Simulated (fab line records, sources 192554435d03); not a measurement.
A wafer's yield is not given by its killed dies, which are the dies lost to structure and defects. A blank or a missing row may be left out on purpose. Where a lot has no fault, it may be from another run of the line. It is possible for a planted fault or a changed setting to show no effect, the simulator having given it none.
fab line records	flow n5-finfet
[record] lots = 5	wafers = 15	last-day = 19
route steps=1938 shown BEOL_M14@1751 PASSIVATION@1936
lots with no fault: from the same line, run without faults
start-h: the number of hours between the record's first day and the start of the first shown wafer of the lot	wait-h: hours since the lot's step before	" the same as in the row above	L1.1+2: one row covering several wafers at once	- no value, or no start given	* or withheld: withheld	< > ~ a bound
route shown NAME@n: NAME is a module with steps in the file, n the number in the route of the first one	usual: mean/standard deviation of fault-free wafers	same: alike in all rows	chamber/n: place in a boat	sites: each site's reading	_std_site: how widely they spread, as a standard deviation	_edge_site: mean of outer sites minus mean of inner sites	radius-mm: for every site, how far away it sits from the centre of the wafer	mask NAME#n: copy n	behind: tool/chamber where the wafer was last shaped	hold: cause of the lot's hold/its duration in hours/its outcome	device: whichever transistor did not switch (one of n, p or np)	end of line: tests run on the same wafers once the route is complete	a step without rows: its recipe alone	killed: count of dies lost to structure and defects at first sort (not the wafer's yield)	map: shows each die of a wafer: x if killed, . if not, _ if none is there
set.NAME: the run value of the setting; set.NAME@STEP: its run value at that earlier step	model.NAME: the simulator's own value behind a step, which no gauge read
a table for each step, a row for each wafer; lots at some steps of the route
services: when a tool's chamber went out of use (start-h, in hours from the record's first day, below 0 if earlier), for how many hours, and the reason
[[steps]]
[step N5_BEOL_M14_ETCH_68]
[recipe] chemistry = N2/H2	target = SOC	mask-material = SiARC	source-w = 3000	bias-w = 350	temp-c = 40	time-s = 450	ion-energy-ev = 200	pressure-mtorr = 30	n2-flow-sccm = 200	h2-flow-sccm = 200
[usual] drypump-motor-current-A = 5.7/0.42	oes-product-au = 0.81/0.051	rf-fwd-power-W = 2993/7.7	rf-vpp-V = 524/3.4	showerhead-plenum-p-Torr = 2.56/0.12	throttle-valve-pct = 17.76/0.27
lot.wafer	tool	chamber	start-h	wait-h	drypump-motor-current-A	oes-product-au	rf-fwd-power-W	rf-hours-counter-h	rf-vpp-V	showerhead-plenum-p-Torr	throttle-valve-pct
L264.2	rie-diel-01	3	293.50	0.1	6.5	0.83	2990	73	527	2.68	17.88
L264.4	"	1	"	"	5.8	0.83	3001	100	523	2.48	17.85
L264.5	"	3	"	"	6.5	0.83	2988	-	528	2.68	17.87
L272.3	rie-diel-01	2	339.48	0.1	5.1	0.85	2986	66	522	2.45	17.31
L272.4	"	3	"	"	6.5	0.81	3008	-	528	2.67	17.90
L272.6	"	2	"	"	5.1	0.84	2994	-	522	2.45	17.32
L278.3	rie-diel-03	2	362.88	0.1	5.7	0.87	2995	40	529	2.72	17.75
L278.5	"	2	"	"	5.6	0.87	2997	-	528	2.72	17.74
L278.6	"	0	"	"	5.7	0.86	2984	-	527	2.69	17.51
L285.2	rie-diel-01	2	409.94	0.1	5.0	0.81	3001	95	521	2.44	17.37
L285.5	"	3	"	"	6.5	0.77	2994	-	527	2.65	17.95
L285.6	"	2	"	"	5.1	0.81	3007	-	521	2.44	17.37
L286.2	rie-diel-05	0	422.96	0.1	5.5	0.72	2987	202	517	2.33	18.33
L286.4	"	2	"	"	5.7	0.76	2990	138	526	2.63	17.71
L286.5	"	0	"	"	5.5	0.71	2996	-	518	2.33	18.31
[step N5_BEOL_M14_STRIP_69]
[recipe] chemistry = N2/H2	temp-c = 40	n2-flow-sccm = 200	h2-flow-sccm = 200	rf-frequency-hz = 6e+07
[step N5_BEOL_M14_TRENCH_ETCH_34]
[recipe] chemistry = C4F8/O2/Ar	target = SiO2	target-depth-a = 5566.5	mask-material = SOC	he-inner-torr = 15	he-outer-torr = 30	time-s = 126.9	ion-energy-ev = 800	pressure-mtorr = 20	source-w = 1905	bias-w = 2040	Ar_flow_sccm = 400	C4F8_flow_sccm = 16	O2_flow_sccm = 12
[step N5_BEOL_M14_STRIP_70]
[recipe] chemistry = C4F8/O2/Ar	resist = SiARC	rf-frequency-hz = 6e+07
[step N5_BEOL_M14_OCD_MEAS_35]
[usual] trench-depth-nm = 560/14
lot.wafer	tool	chamber	start-h	wait-h	trench-depth-nm
L264.2	ocd-02	-	293.93	0.0	579
L264.4	"	-	"	"	581
L264.5	"	-	"	"	576
L272.3	ocd-02	-	339.91	0.0	568
L272.4	"	-	"	"	582
L272.6	"	-	"	"	566
L278.3	ocd-01	-	363.32	0.0	530
L278.5	"	-	"	"	533
L278.6	"	-	"	"	555
L285.2	ocd-02	-	410.37	0.0	560
L285.5	"	-	"	"	574
L285.6	"	-	"	"	566
L286.2	ocd-01	-	423.39	0.0	551
L286.4	"	-	"	"	542
L286.5	"	-	"	"	553
[step N5_BEOL_M14_STRIP_37]
[recipe] chemistry = O2	power-w = 600	temp-c = 60	pressure-mtorr = 30	rf-frequency-hz = 6e+07	bias-power-w = 0	overash-fraction = 0.3	o2-flow-sccm = 225
[step N5_BEOL_M14_ETCH_38]
[recipe] chemistry = CF4/N2	target = SiCN	target-depth-a = 1065	taper-deg = 2	time-s = 120.6	ion-energy-ev = 150	mask-material = SiO2	pressure-mtorr = 40	source-w = 430	bias-w = 70	Ar_flow_sccm = 100	cf4-flow-sccm = 60	n2-flow-sccm = 60
[step N5_BEOL_M14_PRECLEAN_39]
[recipe] chemistry = residue-remover	time-s = 60	temp-c = 40
[step N5_BEOL_M14_SRD_40]
[recipe] time-s = 30	temp-c = 23	rinse-liquid = diw	dry = n2-spin	spin-rpm = 1500	dry-time-s = 30
[step N5_BEOL_M14_DEGAS_41]
[recipe] ambient = vacuum	temp-c = 300	time-s = 60
[usual] heater-power-w = 438/42
lot.wafer	tool	chamber	start-h	wait-h	heater-power-w
L264.2	pvd-sputter-02	-	295.44	0.4	412
L264.4	"	-	"	"	440
L264.5	"	-	"	"	428
L272.3	pvd-sputter-01	-	342.16	1.3	540
L272.4	"	-	"	"	496
L272.6	"	-	"	"	378
L278.3	pvd-sputter-03	-	368.41	0.3	426
L278.5	"	-	"	"	424
L278.6	"	-	"	"	409
L285.2	pvd-sputter-01	-	414.51	0.3	534
L285.5	"	-	"	"	367
L285.6	"	-	"	"	533
L286.2	pvd-sputter-03	-	427.68	0.5	478
L286.4	"	-	"	"	414
L286.5	"	-	"	"	426
[step N5_BEOL_M14_PRE_CLEAN_42]
[recipe] gas = H2/He	time-s = 30	temp-c = 300
[usual] heater-power-w = 440/43
lot.wafer	tool	chamber	start-h	wait-h	heater-power-w
L264.2	pvd-sputter-02	-	295.48	0.0	426
L264.4	"	-	"	"	448
L264.5	"	-	"	"	424
L272.3	pvd-sputter-01	-	342.20	0.0	534
L272.4	"	-	"	"	506
L272.6	"	-	"	"	360
L278.3	pvd-sputter-03	-	368.45	0.0	420
L278.5	"	-	"	"	414
L278.6	"	-	"	"	422
L285.2	pvd-sputter-01	-	414.55	0.0	538
L285.5	"	-	"	"	362
L285.6	"	-	"	"	543
L286.2	pvd-sputter-03	-	427.72	0.0	482
L286.4	"	-	"	"	420
L286.5	"	-	"	"	414
[step N5_BEOL_M14_SPUTTER_43]
[recipe] material = TaN	target-thk-a = 150	temp-c = 50	bias-v = 168.6	power-w = 15000	chamber-pressure-pa = 0.12	time-s = 24.19
[step N5_BEOL_M14_SPUTTER_44]
[recipe] material = Ta	target-thk-a = 150	temp-c = 50	bias-v = 80	power-w = 15000	chamber-pressure-pa = 0.07	time-s = 24.19
[usual] cathode-dc-power-W = 15000/2.6	throttle-valve-pct = 29.7/1.1
lot.wafer	tool	chamber	start-h	wait-h	cathode-dc-power-W	throttle-valve-pct	model.Ta_of_BEOL_M14_SPUTTER_44.thk-nm
L264.2	pvd-sputter-02	-	295.60	0.0	15001	30.3	15
L264.4	"	-	"	"	15004	28.3	15
L264.5	"	-	"	"	14997	30.2	15
L272.3	pvd-sputter-01	-	342.32	0.0	14999	29.2	15
L272.4	"	-	"	"	11120	33.4	11.2
L272.6	"	-	"	"	14998	31.1	14.8
L278.3	pvd-sputter-03	-	368.57	0.0	15002	30.7	15.2
L278.5	"	-	"	"	15002	30.1	15.4
L278.6	"	-	"	"	14996	30.8	15.2
L285.2	pvd-sputter-01	-	414.67	0.0	15000	29.5	15.2
L285.5	"	-	"	"	15001	31.3	14.8
L285.6	"	-	"	"	15002	29.4	15.2
L286.2	pvd-sputter-03	-	427.84	0.0	15004	28.1	15.2
L286.4	"	-	"	"	15000	30.7	15.2
L286.5	"	-	"	"	15002	30.3	15.2
[step N5_BEOL_M14_SPUTTER_45]
[recipe] material = Cu	target-thk-a = 1000	temp-c = -20	bias-v = 60	power-w = 26000	chamber-pressure-pa = 0.13	time-s = 16.67
[usual] cathode-dc-power-W = 26000/5	throttle-valve-pct = 29.7/1.1
lot.wafer	tool	chamber	start-h	wait-h	cathode-dc-power-W	throttle-valve-pct
L264.2	pvd-sputter-02	-	295.68	0.0	25996	30.2
L264.4	"	-	"	"	26004	28.0
L264.5	"	-	"	"	26003	30.0
L272.3	pvd-sputter-01	-	342.40	0.0	25993	29.3
L272.4	"	-	"	"	25998	33.1
L272.6	"	-	"	"	25993	31.4
L278.3	pvd-sputter-03	-	368.65	0.0	25995	31.0
L278.5	"	-	"	"	26000	29.7
L278.6	"	-	"	"	26004	30.9
L285.2	pvd-sputter-01	-	414.75	0.0	26004	29.2
L285.5	"	-	"	"	26004	31.4
L285.6	"	-	"	"	25992	29.3
L286.2	pvd-sputter-03	-	427.92	0.0	25999	28.4
L286.4	"	-	"	"	26001	30.8
L286.5	"	-	"	"	25991	30.7
[step N5_BEOL_M14_ECD_47]
[recipe] material = Cu	target-thk-a = 12480
[step N5_BEOL_M14_ANNEAL_48]
[recipe] temp-c = 225	time-s = 90	ambient = N2
[usual] anneal-temp-c = 225.01/0.15	anneal-temp-c-max = 226.0/0.31	wafer_temp_C_max = 225.8/0.33
lot.wafer	tool	chamber	start-h	wait-h	anneal-temp-c	anneal-temp-c-max	wafer_temp_C_max
L264.2	rtp-anneal-01	0	296.09	0.2	224.93	226.0	226.0
L264.4	"	0	"	"	225.08	226.5	225.9
L264.5	"	0	"	"	224.96	226.1	226.0
L272.3	rtp-anneal-02	0	342.80	0.2	225.35	226.0	226.0
L272.4	"	0	"	"	225.33	226.0	226.6
L272.6	"	0	"	"	225.19	225.8	226.0
L278.3	rtp-anneal-01	0	369.06	0.2	225.15	226.3	225.6
L278.5	"	0	"	"	225.04	226.1	225.5
L278.6	"	0	"	"	224.97	226.4	225.6
L285.2	rtp-anneal-02	0	415.11	0.2	225.11	226.0	226.3
L285.5	"	0	"	"	225.21	226.0	226.0
L285.6	"	0	"	"	225.05	225.7	226.5
L286.2	rtp-anneal-02	0	428.27	0.2	225.04	225.9	226.5
L286.4	"	0	"	"	225.14	225.8	226.5
L286.5	"	0	"	"	225.31	226.1	225.9
[step N5_BEOL_M14_CMP_49]
[recipe] stop-on = SiO2	t-overpolish-s = 5.2	down-force-psi = 2	platen-rpm = 80	clearing-platen-down-force-psi = 2	clearing-platen-rpm = 80	post-cmp-clean = cu-alkaline	target-thk-nm = 560	clearing-platen-pad-velocity-m-s = 1.5917	pad-velocity-m-s = 1.5917
[usual] barrier-field-endpoint-s = 11.37/0.27	motor-current-A = 8.3/0.62
lot.wafer	tool	chamber	start-h	wait-h	barrier-field-endpoint-s	motor-current-A
L264.4	cmp-04	3	296.38	0.2	11.24	6.9
L264.2	"	1	"	"	11.15	8.7
L264.5	"	2	"	"	11.63	8.3
L272.4	cmp-02	0	343.00	0.1	9.65	9.1
L272.3	"	3	"	"	10.97	7.9
L272.6	"	1	"	"	11.26	8.3
L278.3	cmp-02	2	369.34	0.2	11.53	8.3
L278.6	"	0	"	"	11.18	9.5
L278.5	"	1	"	"	11.67	7.9
L285.2	cmp-02	1	415.43	0.3	11.50	8.0
L285.5	"	3	"	"	11.14	7.7
L285.6	"	0	"	"	11.00	9.4
L286.2	cmp-02	0	428.52	0.2	11.16	8.8
L286.4	"	2	"	"	11.65	8.4
L286.5	"	0	"	"	11.28	9.4
[step N5_BEOL_M14_THK_MEAS_50]
[recipe] thk-meas-gauge = xrf	reads = Cu_of_BEOL_M14_ECD_47
[usual] M14_THK = 565/14
lot.wafer	tool	chamber	start-h	wait-h	M14_THK[nm]
L264.2	film-metro-02	-	296.63	-	586
L264.4	"	-	"	"	592
L264.5	"	-	"	"	585
L272.3	film-metro-02	-	343.30	-	569
L272.4	"	-	"	"	584
L272.6	"	-	"	"	565
L278.3	film-metro-01	-	369.56	-	535
L278.5	"	-	"	"	536
L278.6	"	-	"	"	552
L285.2	film-metro-01	-	415.65	-	568
L285.5	"	-	"	"	586
L285.6	"	-	"	"	575
L286.2	film-metro-02	-	428.82	-	552
L286.4	"	-	"	"	548
L286.5	"	-	"	"	556
[step N5_PASSIVATION_PROBE_49]
[usual] defect-limited-yield = 91.0/1.4	killed_at_M0_to_M3 = 33/11	killed_at_M4_up = 14/5	killed-at-contacts = 11/7.3	killed-at-front-end = 43/12	killed-at-other = 4/3.1	killed-dies = 106/17	killed-open = 69/13	killed-short = 34/8.7	sort_bin_5_function = 5.2/0.96	sort_bin_6_memory = 3.3/0.66	sort-n-pass = 1074/17	sort-yield-pct = 91.0/1.4
[same] gross-dies = 1180	killed-at-back-side = 0	sort_bin_4_leakage[%] = 0	sort_bin_8_speed[%] = 0
lot.wafer	tool	chamber	start-h	wait-h	defect-limited-yield[%]	killed_at_M0_to_M3	killed_at_M4_up	killed-at-contacts	killed-at-front-end	killed-at-other	killed-dies	killed-open	killed-short	sort_bin_5_function[%]	sort_bin_6_memory[%]	sort-n-pass	sort-yield-pct[%]
L264.2	prober-02	-	318.27	0.1	93.6	24	12	13	23	4	76	46	30	3.7	2.3	1104	93.6
L264.4	prober-02	-	318.37	0.2	91.9	36	17	3	39	0	95	67	22	4.8	2.5	1085	91.9
L264.5	prober-02	-	318.42	0.2	93.4	18	15	7	34	4	78	54	22	4.1	2.3	1102	93.4
L278.3	prober-01	-	389.94	0.1	90.8	18	10	13	61	7	109	69	33	4.6	4.2	1071	90.8
L278.5	prober-01	-	390.04	0.2	89.4	20	16	10	63	16	125	72	40	6.4	3.5	1055	89.4
L278.6	prober-01	-	390.09	0.3	91.4	29	13	6	45	9	102	59	34	5.9	2.4	1078	91.4
L285.2	prober-02	-	438.54	0.1	92.5	30	9	4	37	8	88	65	22	3.5	3.5	1092	92.5
L285.5	prober-02	-	438.69	0.2	90.8	31	5	13	55	5	109	68	41	5.9	2.9	1071	90.8
L285.6	prober-02	-	438.74	0.3	91.5	15	12	12	51	10	100	63	37	4.9	3.3	1080	91.5
// killed by level:class
L264.2 MOL_CONTACT_COAG:geometric-particle:open=7 MOL_CONTACT_COAG:geometric-particle:short=6 BEOL_M1:geometric-particle:open=5 FIN_SAQP:geometric-particle:short=4 DUMMY_GATE:geometric-particle:open=4 GATE_CUT:geometric-particle:open=4 BEOL_M0_SAQP:geometric-particle:open=4 BEOL_M0_SAQP:geometric-particle:short=4
L264.4 DUMMY_GATE:geometric-particle:open=10 BEOL_M4:geometric-particle:open=10 BEOL_M2:geometric-particle:open=8 BEOL_M0_SAQP:geometric-particle:open=8 STARTING-WAFER:geometric-particle:open=6 BEOL_M2:geometric-particle:short=5 BEOL_M3:geometric-particle:open=5 STI_FIN_REVEAL:geometric-particle:open=4
L264.5 DUMMY_GATE:geometric-particle:open=9 MOL_CONTACT_COAG:geometric-particle:open=6 BEOL_M1:geometric-particle:open=5 STI_FIN_REVEAL:geometric-particle:open=4 GATE_CUT:geometric-particle:open=4 BEOL_M5:geometric-particle:open=4 FIN_SAQP:geometric-particle:short=3 GATE_CUT:geometric-particle:short=3
L278.3 STI_FIN_REVEAL:geometric-particle:open=18 MOL_CONTACT_COAG:geometric-particle:open=13 FIN_SAQP:geometric-particle:short=13 FIN_SAQP:geometric-particle:open=10 DUMMY_GATE:geometric-particle:open=5 BEOL_M0_SAQP:geometric-particle:short=4 BEOL_M3:geometric-particle:open=4 BEOL_M3:geometric-particle:short=4
L278.5 STI_FIN_REVEAL:geometric-particle:open=15 GATE_CUT:geometric-particle:short=11 FIN_SAQP:geometric-particle:open=10 FIN_SAQP:geometric-particle:short=7 MOL_CONTACT_COAG:geometric-particle:open=7 PASSIVATION:area-etch=7 BEOL_M3:geometric-particle:open=6 BEOL_M4:geometric-particle:open=6
L278.6 STI_FIN_REVEAL:geometric-particle:open=13 FIN_SAQP:geometric-particle:open=12 FIN_SAQP:geometric-particle:short=9 BEOL_M2:geometric-particle:short=7 PASSIVATION:area-etch=7 BEOL_M4:geometric-particle:open=6 BEOL_M0:geometric-particle:open=5 BEOL_M2:geometric-particle:open=5
L285.2 STI_FIN_REVEAL:geometric-particle:open=12 BEOL_M0_SAQP:geometric-particle:open=10 PASS1_CAP:geometric-particle:short=8 BEOL_M3:geometric-particle:open=7 FIN_SAQP:geometric-particle:short=5 DUMMY_GATE:geometric-particle:open=5 FIN_SAQP:geometric-particle:open=4 MOL_CONTACT_COAG:geometric-particle:open=4
L285.5 FIN_SAQP:geometric-particle:open=16 BEOL_M0_SAQP:geometric-particle:short=11 FIN_SAQP:geometric-particle:short=10 STI_FIN_REVEAL:geometric-particle:open=9 MOL_CONTACT_COAG:geometric-particle:open=9 ILD0:geometric-particle:short=7 BEOL_M3:geometric-particle:open=6 BEOL_M0_SAQP:geometric-particle:open=5
L285.6 FIN_SAQP:geometric-particle:short=11 MOL_CONTACT_COAG:geometric-particle:open=10 FIN_SAQP:geometric-particle:open=8 GATE_CUT:geometric-particle:open=8 STI_FIN_REVEAL:geometric-particle:open=6 PASS1_CAP:geometric-particle:open=6 DUMMY_GATE:geometric-particle:open=5 BEOL_M4:geometric-particle:short=5
[[services]]
tool	chamber	start-h	hours	kind
cmp-04	-	273.48	0.8	repair
cmp-02	-	276.03	0.5	repair
cmp-02	-	277.21	8.7	pm
rie-diel-01	-	288.94	2.8	pm
rie-diel-05	0	293.56	3.4	repair
rtp-anneal-01	-	317.71	2.4	pm
cmp-04	-	323.84	1.4	repair
rie-diel-03	3	348.27	-	clean
rie-diel-03	3	348.27	-	consumable-replace:focus-ring
rie-diel-03	3	348.27	19.9	scheduled-down
rie-diel-03	3	348.27	19.9	vent-cycle
cmp-04	-	351.66	1.4	repair
pvd-sputter-03	-	353.36	1.1	repair
pvd-sputter-03	-	355.01	3.2	repair
cmp-02	-	374.01	0.6	repair
rie-diel-05	2	381.55	8.7	repair
rie-diel-01	2	385.76	11.6	repair
cmp-04	-	387.49	0.4	repair
cmp-04	-	413.56	4.5	pm
cmp-04	-	425.42	0.4	repair
[[key]]
[first-sign] step = N5_BEOL_M14_SPUTTER_44	reading = cathode-dc-power-W	direction = down	sigmas = 99+	usual = *	struck = *
[effect] step = N5_BEOL_M14_CMP_49	reading = barrier-field-endpoint-s	direction = down	sigmas = 6.4	usual = 11.37	struck = 9.65
[model-effect] step = N5_BEOL_M14_SPUTTER_44	value = Ta_of_BEOL_M14_SPUTTER_44.thk-nm	without = 15.2	struck = 11.2
met-at N5_BEOL_M14_SPUTTER_44
struck-wafers L272.4
[fault] kind = process-parameter-drift	tool = pvd-sputter-01	chamber = -	onset-h = 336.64	steps = N5_BEOL_M14_SPUTTER_44	channel = power-w	offset = *	shape = step	end-h = 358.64	acts-in = *	stated = *	scope = struck-wafers-only
